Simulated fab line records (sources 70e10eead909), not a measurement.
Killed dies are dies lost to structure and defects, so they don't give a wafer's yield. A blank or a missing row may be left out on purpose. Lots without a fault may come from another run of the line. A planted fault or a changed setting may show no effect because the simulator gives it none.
fab line records	flow nandHarc
[record] lots = 13	wafers = 39	lastDay = 34
route steps=1302 shown A_STAIRCASE@876 A_SGD_CUT@901 END@1302
lots that met no fault: taken from a fault-free run of the same line
startH: the number of hours between the record's first day and the start of the first shown wafer of the lot	waitH: how many hours have passed since the lot's step before this one	" unchanged from the row above	L1.1+2: one row covering several wafers at once	- value missing, or start not given	* or withheld: withheld	< > ~ a bound
route shown NAME@n: NAME is a module with steps in the file, n the number in the route of the first one	usual: mean/standard deviation of fault-free wafers	same: alike in all rows	chamber/n: place in a boat	sites: each site's reading	_std_site: the standard deviation of these	_edge_site: mean of outer sites minus mean of inner sites	radiusMm: how far each site lies from the wafer's centre	mask NAME#n: copy n	behind: the last tool/chamber to shape the wafer	hold: why the lot was held/for how many hours/how that ended	device: names the non-switching transistor (n, p or np)	end of line: the same wafers' tests at the end of the route	a step with no rows: only its recipe	killed: dies lost to structure and defects at the first sort, not the wafer's yield	map: the dies of a wafer, with x for killed, . for not killed, _ for no die there
set.NAME: setting as actually run; set.NAME@STEP: the setting as run at that earlier step	model.NAME: the simulator's own value behind a step, which no gauge read
the route's steps for a sample of lots (tables are steps, rows are wafers)
services: the hour from which a tool's chamber was out of use, counted from the record's first day as startH (under 0 if before that day), plus the number of hours and why
[[steps]]
[step NHARC_A_STAIRCASE_CMP_450]
[recipe] targetThkNm = 200	material = SiO2
[usual] motorCurrentA = 11.7/1.6
lot.wafer	tool	chamber	startH	waitH	motorCurrentA
L763.4	cmp-04	3	455.18	-	13.3
L763.1	"	0	"	"	11.8
L763.6	"	3	"	"	13.1
L764.2	cmp-04	1	462.07	-	12.8
L764.6	"	3	"	"	13.4
L764.5	"	0	"	"	11.7
L769.4	cmp-03	3	494.19	-	11.2
L769.6	"	3	"	"	11.9
L769.5	"	0	"	"	9.1
L771.2	cmp-04	0	530.13	-	11.4
L771.4	"	1	"	"	13.5
L771.1	"	3	"	"	13.0
L772.1	cmp-03	1	539.45	-	11.1
L772.2	"	2	"	"	13.1
L772.3	"	3	"	"	11.3
L777.1	cmp-03	3	580.70	-	11.5
L777.6	"	2	"	"	11.9
L777.5	"	3	"	"	11.4
L779.4	cmp-03	2	614.04	-	12.0
L779.1	"	3	"	"	11.3
L779.5	"	2	"	"	12.6
L780.1	cmp-04	1	626.06	-	13.3
L780.3	"	2	"	"	13.0
L780.2	"	3	"	"	12.9
L783.2	cmp-04	3	631.96	-	13.6
L783.1	"	2	"	"	12.9
L783.5	"	0	"	"	10.4
L782.4	cmp-03	2	632.04	-	12.5
L782.2	"	3	"	"	11.6
L782.1	"	0	"	"	8.9
L784.4	cmp-03	3	656.66	-	11.1
L784.3	"	0	"	"	8.1
L784.6	"	3	"	"	11.1
L786.2	cmp-02	0	663.21	-	10.7
L786.6	"	3	"	"	11.8
L786.5	"	0	"	"	10.2
L785.1	cmp-03	2	669.46	-	13.1
L785.2	"	3	"	"	11.2
L785.6	"	1	"	"	10.0
[step NHARC_A_SGD_CUT_CD_MEAS_09]
[recipe] targetCdNm = 100	landingEnergyEv = 500
[usual] cdNm = 100.0/0.58
lot.wafer	tool	chamber	startH	waitH	cdNm
L763.1	cdSem-01	0	457.84	-	100.7
L763.4	"	0	"	"	100.1
L763.6	"	0	"	"	100.3
L764.2	cdSem-03	0	464.72	-	100.7
L764.5	"	0	"	"	100.3
L764.6	"	0	"	"	100.9
L769.4	cdSem-03	0	496.74	-	100.2
L769.5	"	0	"	"	100.4
L769.6	"	0	"	"	99.8
L771.1	cdSem-03	0	532.80	-	100.1
L771.2	"	0	"	"	99.9
L771.4	"	0	"	"	100.3
L772.1	cdSem-02	0	542.06	-	100.8
L772.2	"	0	"	"	99.6
L772.3	"	0	"	"	99.7
L777.1	cdSem-01	0	583.35	-	100.2
L777.5	"	0	"	"	100.8
L777.6	"	0	"	"	100.6
L779.1	cdSem-03	0	616.60	-	99.7
L779.4	"	0	"	"	99.9
L779.5	"	0	"	"	99.1
L780.1	cdSem-01	0	628.68	-	100.9
L780.2	"	0	"	"	99.8
L780.3	"	0	"	"	99.8
L783.1	cdSem-03	0	634.41	-	99.7
L783.2	"	0	"	"	100.2
L783.5	"	0	"	"	99.7
L782.1	cdSem-01	0	634.78	-	99.1
L782.2	"	0	"	"	99.0
L782.4	"	0	"	"	99.3
L784.3	cdSem-03	0	659.25	-	99.3
L784.4	"	0	"	"	99.7
L784.6	"	0	"	"	99.7
L786.2	cdSem-03	0	665.64	-	99.5
L786.5	"	0	"	"	99.9
L786.6	"	0	"	"	100.1
L785.1	cdSem-01	0	672.01	-	98.9
L785.2	"	0	"	"	99.1
L785.6	"	0	"	"	99.4
[step NHARC_A_SGD_CUT_ETCH_59]
[recipe] targetDepthA = 2600	overEtchFrac = 0.25	timeS = 406.25	ionEnergyEv = 200	n2FlowSccm = 150	h2FlowSccm = 150	arFlowSccm = 0	rfW = 400	biasW = 150	chemistry = N2/H2
[usual] chamberPressureMTorr = 30.004/0.024	drypumpMotorCurrentA = 5.6/0.55	oesProductAu = 1.001/0.01	rfVppV = 429.6/2.8	showerheadPlenumPTorr = 2.01/0.097	throttleValvePct = 14.172/0.0084
lot.wafer	tool	chamber	startH	waitH	chamberPressureMTorr	drypumpMotorCurrentA	oesProductAu	rfHoursCounterH	rfVppV	showerheadPlenumPTorr	throttleValvePct
L763.1	rieDiel-11	2	458.20	-	29.989	5.4	1.002	1	429.6	2.01	14.176
L763.4	"	3	"	"	30.046	6.2	1.000	1	427.4	1.90	14.182
L763.6	"	3	"	"	29.981	6.2	1.006	-	426.8	1.90	14.177
L764.2	rieDiel-01	1	465.14	-	30.022	6.2	1.003	4	429.5	1.99	14.179
L764.6	"	3	"	"	29.977	6.1	0.995	-	430.1	1.97	14.172
L764.5	"	0	"	"	30.010	5.0	0.998	-	425.9	1.91	14.161
L769.4	rieDiel-11	1	497.19	-	30.014	5.2	0.994	3	434.4	2.19	14.176
L769.6	"	2	"	"	30.041	5.4	0.987	-	429.0	2.01	14.165
L769.5	"	3	"	"	29.956	6.2	1.002	-	427.1	1.90	14.174
L771.4	rieDiel-11	3	533.19	-	30.004	6.3	0.994	5	426.6	1.90	14.174
L771.2	"	0	"	"	30.047	4.8	0.859	5	432.2	2.08	14.182
L771.1	"	1	"	"	30.018	5.2	0.997	6	436.6	2.19	14.173
L772.3	rieDiel-11	1	542.42	-	30.016	5.1	1.003	6	436.1	2.18	14.166
L772.1	"	3	"	"	29.977	6.2	1.012	6	425.7	1.90	14.177
L772.2	"	0	"	"	29.958	4.8	0.857	5	433.1	2.08	14.185
L777.1	rieDiel-01	2	583.72	-	29.988	4.8	0.995	1	435.5	2.20	14.164
L777.5	"	2	"	"	29.981	4.8	0.989	-	434.6	2.20	14.172
L777.6	"	3	"	"	29.988	6.0	0.984	-	429.4	1.97	14.158
L779.1	rieDiel-09	3	616.96	-	29.999	5.5	1.009	11	426.6	1.90	14.174
L779.4	"	2	"	"	29.996	6.1	0.985	10	429.2	1.99	14.177
L779.5	"	0	"	"	30.011	6.4	1.014	-	427.2	1.95	14.192
L780.1	rieDiel-11	3	629.04	-	30.053	6.2	1.007	0	427.5	1.90	14.189
L780.3	"	1	"	"	29.991	5.2	1.018	1	432.9	2.18	14.166
L780.2	"	2	"	"	29.998	5.4	0.991	1	428.1	2.01	14.173
L783.1	rieDiel-01	0	634.80	-	30.038	5.1	1.004	3	425.5	1.91	14.176
L783.2	"	1	"	"	30.014	6.2	1.006	3	427.4	1.99	14.171
L783.5	"	0	"	"	30.025	5.1	1.010	-	427.6	1.91	14.183
L782.2	rieDiel-11	0	635.15	-	30.028	4.8	1.007	2	431.5	2.08	14.161
L782.1	"	2	"	"	29.962	5.4	0.994	1	427.9	2.01	14.158
L782.4	"	3	"	"	30.016	6.2	0.999	1	427.2	1.90	14.172
L784.3	rieDiel-11	2	659.65	-	30.020	5.4	0.992	2	430.6	2.01	14.174
L784.4	"	3	"	"	30.002	6.2	1.001	2	427.2	1.90	14.173
L784.6	"	2	"	"	29.984	5.5	0.981	-	427.8	2.01	14.163
L786.2	rieDiel-11	1	666.09	-	29.962	5.2	1.014	4	436.0	2.18	14.168
L786.6	"	2	"	"	30.040	5.4	0.988	-	429.0	2.01	14.166
L786.5	"	3	"	"	30.023	6.2	1.013	-	425.9	1.90	14.172
L785.1	rieDiel-01	3	672.40	-	29.973	6.0	0.987	6	429.2	1.97	14.176
L785.2	"	0	"	"	30.001	5.1	1.002	6	426.7	1.91	14.180
L785.6	"	3	"	"	29.997	6.0	0.986	-	428.7	1.96	14.189
[step NHARC_A_SGD_CUT_INSPECT_25]
[usual] rawDefectCount = 394/98
lot.wafer	tool	chamber	startH	waitH	rawDefectCount
L763.1	defectInspect-01	-	464.48	-	340
L763.4	"	-	"	"	322
L763.6	"	-	"	"	327
L764.2	defectInspect-01	-	471.52	-	375
L764.5	"	-	"	"	346
L764.6	"	-	"	"	379
L769.4	defectInspect-01	-	503.52	-	436
L769.5	"	-	"	"	397
L769.6	"	-	"	"	431
L771.1	defectInspect-01	-	539.45	-	445
L771.2	"	-	"	"	381
L771.4	"	-	"	"	507
L772.1	defectInspect-01	-	548.87	-	235
L772.2	"	-	"	"	314
L772.3	"	-	"	"	220
L777.1	defectInspect-01	-	591.20	-	482
L777.5	"	-	"	"	308
L777.6	"	-	"	"	369
L779.1	defectInspect-02	-	623.40	-	502
L779.4	"	-	"	"	496
L779.5	"	-	"	"	925
L780.1	defectInspect-02	-	634.39	-	356
L780.2	"	-	"	"	298
L780.3	"	-	"	"	410
L782.1	defectInspect-01	-	641.22	-	277
L782.2	"	-	"	"	388
L782.4	"	-	"	"	310
L783.1	defectInspect-02	-	641.23	-	314
L783.2	"	-	"	"	298
L783.5	"	-	"	"	330
L784.3	defectInspect-02	-	669.23	-	370
L784.4	"	-	"	"	310
L784.6	"	-	"	"	289
L786.2	defectInspect-02	-	672.30	-	417
L786.5	"	-	"	"	351
L786.6	"	-	"	"	415
L785.1	defectInspect-01	-	678.84	-	459
L785.2	"	-	"	"	404
L785.6	"	-	"	"	434
[step NHARC_END_SORT_01]
[recipe] tempC = 25
[usual] killedAtArray = 57/18	killedAtOther = 0.8/1	killedAtPeriphery = 3.9/2.8	killedDies = 62/18	killedOpen = 3.4/1.8	killedShort = 2.2/1.6
[same] grossDies = 677
lot.wafer	tool	chamber	startH	waitH	killedAtArray	killedAtOther	killedAtPeriphery	killedDies	killedOpen	killedShort
L771.1	prober-02	0	653.85	2.5	56	0	8	64	3	1
L771.2	prober-02	0	654.64	2.8	390	0	5	395	3	1
L771.4	prober-02	0	656.21	3.4	57	0	3	60	4	4
L772.1	prober-02	0	676.02	2.5	29	3	2	34	5	3
L772.2	prober-02	0	676.81	2.8	233	0	2	235	2	2
L772.3	prober-02	0	677.60	3.1	33	4	3	40	4	3
// killed by level:class
L771.1 A_CHANNEL_HOLE_D1:chamberFilmFlake=28 A_CHANNEL_HOLE_D2:chamberFilmFlake=22 P_M2:chamberFilmFlake=4 P_CONTACT:chamberFilmFlake=2 A_CONTACT:chamberFilmFlake=2 P_GATE:geometricParticle:open=1 A_ONON_D2:geometricParticle:short=1 A_SGD_CUT:geometricParticle:open=1
L771.2 A_SGD_CUT:areaEtch=326 A_CHANNEL_HOLE_D1:chamberFilmFlake=35 A_CHANNEL_HOLE_D2:chamberFilmFlake=17 P_M2:chamberFilmFlake=4 A_CONTACT:chamberFilmFlake=3 A_CHANNEL_FILL_D1:geometricParticle:open=2 A_SLIT:chamberFilmFlake=2 A_CHANNEL_HOLE_D2:geometricParticle:open=1
L771.4 A_CHANNEL_HOLE_D1:chamberFilmFlake=28 A_CHANNEL_HOLE_D2:chamberFilmFlake=17 A_SLIT:chamberFilmFlake=3 A_DECK1_JOINT:geometricParticle:short=2 A_CONTACT:chamberFilmFlake=2 P_M0:geometricParticle:open=1 P_M1:geometricParticle:short=1 A_CHANNEL_HOLE_D1:geometricParticle:open=1
L772.1 A_SLIT:chamberFilmFlake=16 A_CONTACT:chamberFilmFlake=2 A_BLC:chamberFilmFlake=2 THIN_TSV:chamberFilmFlake=2 P_CONTACT:geometricParticle:open=1 P_M1:geometricParticle:open=1 A_DECK1_JOINT:geometricParticle:short=1 A_CHANNEL_FILL_D2:geometricParticle:open=1
L772.2 A_SGD_CUT:areaEtch=194 A_SLIT:chamberFilmFlake=30 A_CHANNEL_HOLE_D1:chamberFilmFlake=3 A_BLC:chamberFilmFlake=2 P_CONTACT:geometricParticle:short=1 P_M0:geometricParticle:open=1 A_ONON_D2:geometricParticle:open=1 A_CHANNEL_HOLE_D2:geometricParticle:short=1
L772.3 A_SLIT:chamberFilmFlake=18 THIN_TSV:chamberFilmFlake=4 A_CONTACT:chamberFilmFlake=3 A_ONON_D2:geometricParticle:short=2 A_M0:geometricParticle:open=2 A_CHANNEL_HOLE_D2:chamberFilmFlake=2 A_STAIRCASE:chamberFilmFlake=2 A_BLC:chamberFilmFlake=2
[[services]]
tool	chamber	startH	hours	kind
rieDiel-11	-	432.50	9.0	pm
cmp-03	-	456.06	4.0	pm
cmp-03	-	464.84	0.8	repair
cmp-03	-	484.90	0.9	repair
cmp-03	-	494.66	0.5	repair
cmp-04	-	503.19	4.0	pm
rieDiel-11	-	511.24	0.2	repair
cmp-04	-	517.94	3.3	repair
cmp-03	-	526.78	3.5	repair
cmp-04	-	531.03	0.8	repair
cmp-04	-	537.33	11.6	repair
cmp-03	-	554.06	4.0	pm
rieDiel-01	-	557.85	9.0	pm
rieDiel-11	0	577.44	3.4	repair
rieDiel-11	1	584.82	2.9	repair
cmp-04	-	589.16	1.7	repair
cmp-04	-	601.19	4.0	pm
cmp-04	-	607.17	1.4	repair
rieDiel-11	-	609.50	9.0	pm
rieDiel-11	-	619.78	2.1	repair
rieDiel-11	-	651.67	0.1	repair
cmp-03	-	652.06	4.0	pm
cmp-03	-	657.07	2.1	repair
rieDiel-01	-	660.51	0.9	repair
[[key]]
[firstSign] step = NHARC_A_SGD_CUT_ETCH_59	reading = oesProductAu	direction = down	sigmas = 14	usual = 1.001	struck = 0.858
[effect] step = NHARC_END_SORT_01	reading = killedDies	direction = up	sigmas = 14	usual = 62	struck = 315
[moreKillsBornAt] NHARC_A_SGD_CUT_ETCH_59@rieDiel-11 = 520
metAt NHARC_A_SGD_CUT_ETCH_59
struckLots L771,L772
struckWafers L771.2,L772.2
testerLeftOut L771,L772
notActingAt NHARC_A_STAIRCASE_CMP_450,NHARC_A_SGD_CUT_CD_MEAS_09,NHARC_A_SGD_CUT_INSPECT_25
[fault] kind = processParameterDrift	tool = rieDiel-11	chamber = 0	onsetH = 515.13	steps = NHARC_A_SGD_CUT_ETCH_59	channel = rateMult	offset = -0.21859	shape = step	endH = 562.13
// testerLeftOut: of these lots the tester's yield and bins aren't shown, on N5 and GAA mostly nor the transistor test; their killed dies are dies lost to structure and defects alone, not to doping, threshold or leakage, so they don't give the yield
